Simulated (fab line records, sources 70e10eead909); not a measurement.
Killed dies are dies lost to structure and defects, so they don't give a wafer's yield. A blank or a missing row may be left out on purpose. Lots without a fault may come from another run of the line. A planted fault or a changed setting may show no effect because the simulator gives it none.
A struck lot beside a sound one | flow nand_harc | 14 steps out of a route of 1302
Sound: wafers L616.1, L616.4, L616.5. Struck: wafer L613.5. (L613.4, L613.6 of the same lot were not struck and are left out.) The cause comes at the end.
At each step with rows: each side's tool, then ch and its chambers, then its first start. Under that, the readings that differ: sound wafers | struck wafers | difference of the means | sigmas: that difference in standard deviations of wafers without a fault.
alike: readings whose means differ by less than 2 such deviations, and words and numbers that are the same on both sides. not compared: withheld readings, readings that some wafer has no value for, bounds like >300 that may hide the same value, and numbers for which the record gives no deviation and whose values overlap.
The two part at a step that has a row with sigmas, a row that says differs or no value, or rows on one side only. Numbers that don't overlap but have no deviation are shown without sigmas and don't part them. A reading that every wafer of one side lacks parts them only if that side has two wafers or more.

first, 2 steps without rows for these wafers: NHARC_P_CONTACT_ETCH_35 (etches the open film in CF4, target depth 39 nm, time 65 s); NHARC_P_CONTACT_ETCH_36 (etches the open film in N2/H2, target depth 260 nm, time 406.25 s).
NHARC_P_CONTACT_ETCH_18: etches the open film in C4F8/O2/Ar, target depth 481 nm, time 240.5 s.
  sound on rie_diel-03 ch 0,1; struck on rie_diel-03 ch 0
  alike: oes_product_au, rf_fwd_power_W, rf_vpp_V
  not compared: rf_hours_counter_h
then, 2 steps without rows for these wafers: NHARC_P_CONTACT_STRIP_37 (strips in C4F8/O2/Ar); NHARC_P_CONTACT_ETCH_31 (etches the open film in CH3F/O2, target depth 30 nm, time 85.7 s).
NHARC_P_CONTACT_CD_MEAS_19:
  sound on cd_sem-02, day 9 23:37; struck on cd_sem-01, day 9 05:10
  alike: cd_nm
NHARC_P_CONTACT_STRIP_28: strips in O2.
  sound on rie_diel-05 ch 0,1,2, day 9 23:42; struck on rie_diel-03 ch 3, day 9 05:15
  alike: drypump_motor_current_A, oes_product_au, rf_vpp_V, showerhead_plenum_p_Torr, throttle_valve_pct
  not compared: rf_hours_counter_h
then, 1 step without rows for these wafers: NHARC_P_CONTACT_STRIP_29 (strips in post etch residue remover, time 1200 s).
NHARC_P_CONTACT_DEGAS_38: time 60 s.
  sound on pvd_sputter-01, day 10 00:19; struck on pvd_sputter-03, day 9 05:52
  alike: heater_power_w
then, 1 step without rows for these wafers: NHARC_P_CONTACT_PRE_CLEAN_39 (time 19.5 s).
NHARC_P_CONTACT_PVD_32: deposits Ti, target thk 5 nm, time 17.7 s.
  sound on pvd_sputter-01; struck on pvd_sputter-03
  alike: substrate_temp_c, throttle_valve_pct
NHARC_P_CONTACT_ALD_22: deposits TiN, target thk 3 nm, pulse time 1 s, ald cycles 150.
  sound on ald_metal-04 ch 0,3, day 10 00:34; struck on ald_metal-01 ch 1, day 9 06:09
  alike: heater_power_w, precursor_pulse_height_rel
NHARC_P_CONTACT_CVD_23: deposits W, target thk 200 nm, time 557 s.
  sound on cvd_w-02 ch 0,1, day 10 00:52; struck on cvd_w-01 ch 1, day 9 06:35
  reading                      | sound             | struck | difference | sigmas
  chamber_pressure_Torr (Torr) | 40.08 39.96 40.01 | 39.84  | -0.18      | -2
  alike: heater_power_w, throttle_valve_pct
NHARC_P_CONTACT_CMP_24: polishes, t overpolish 30 s, target thk 200 nm.
  sound on cmp-04 ch 0,3, day 10 01:25; struck on cmp-03 ch 2, day 9 06:59
  reading                | sound    | struck | difference | sigmas
  time_to_endpoint_s (s) | 34 42 36 | 23     | -14        | -4
  alike: motor_current_A, overpolish_run_s, slurry_filter_dp_kPa
  not compared: pad_life_wafers

WHERE THEY PART
First at NHARC_P_CONTACT_CVD_23; last, within this record, at NHARC_P_CONTACT_CMP_24.

WHY: what the simulator had put in
Process parameter drift: cvd_w-01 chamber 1, from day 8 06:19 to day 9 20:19, at NHARC_P_CONTACT_CVD_23. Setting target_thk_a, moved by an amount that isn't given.
